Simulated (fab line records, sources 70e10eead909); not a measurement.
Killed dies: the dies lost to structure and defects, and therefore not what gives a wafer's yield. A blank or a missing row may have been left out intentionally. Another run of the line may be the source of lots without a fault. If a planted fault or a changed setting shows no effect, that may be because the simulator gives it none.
Chamber matching    flow nandHarc    4 sister chambers for NHARC_A_SLIT_ETCH_29 on rieDiel-11
The step etches the open film in CF4/O2, target depth 100 nm, overetch 10 nm, time 55 s. 4 wafers are shown with their chamber, then 9 later ones without.

EACH WAFER AND ITS CHAMBER
wafer   chamber  drypumpMotorCurrentA (A)
L082.4  2        5.44
L087.1  3        5.44
L087.2  0        5.71
L087.3  1        4.96

WAFERS WITHOUT THEIR CHAMBER
wafer   drypumpMotorCurrentA (A)
L091.1  4.97
L091.3  5.67
L091.5  5.45
L093.1  5.71
L093.3  5.44
L093.5  5.43
L094.1  5.69
L094.4  4.96
L094.5  5.73

EACH ONE'S CHAMBER
wafer   from the rows above      in truth
L091.1  1                        1
L091.3  0                        0
L091.5  can't be placed: 2 or 3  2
L093.1  0                        0
L093.3  can't be placed: 2 or 3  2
L093.5  can't be placed: 2 or 3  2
L094.1  0                        0
L094.4  1                        1
L094.5  0                        0
Correct placement for 6 of the 9. Unplaceable from these rows: 3, with the true chamber sitting among the candidates in 3. 0 placed wrongly.
How it was worked out, from the rows above alone: a wafer's distance from a chamber is the root of the sum, over the readings, of the square of ((its reading less the chamber's mean) divided by the reading's scatter). If the next closest chamber is less than 2 further off than the closest, the wafer can't be placed; otherwise it belongs to the closest. Each chamber's mean is taken over the wafers shown for it. The scatter: root of mean squared gap, hidden wafer to nearest shown wafer, with one shown wafer a chamber.
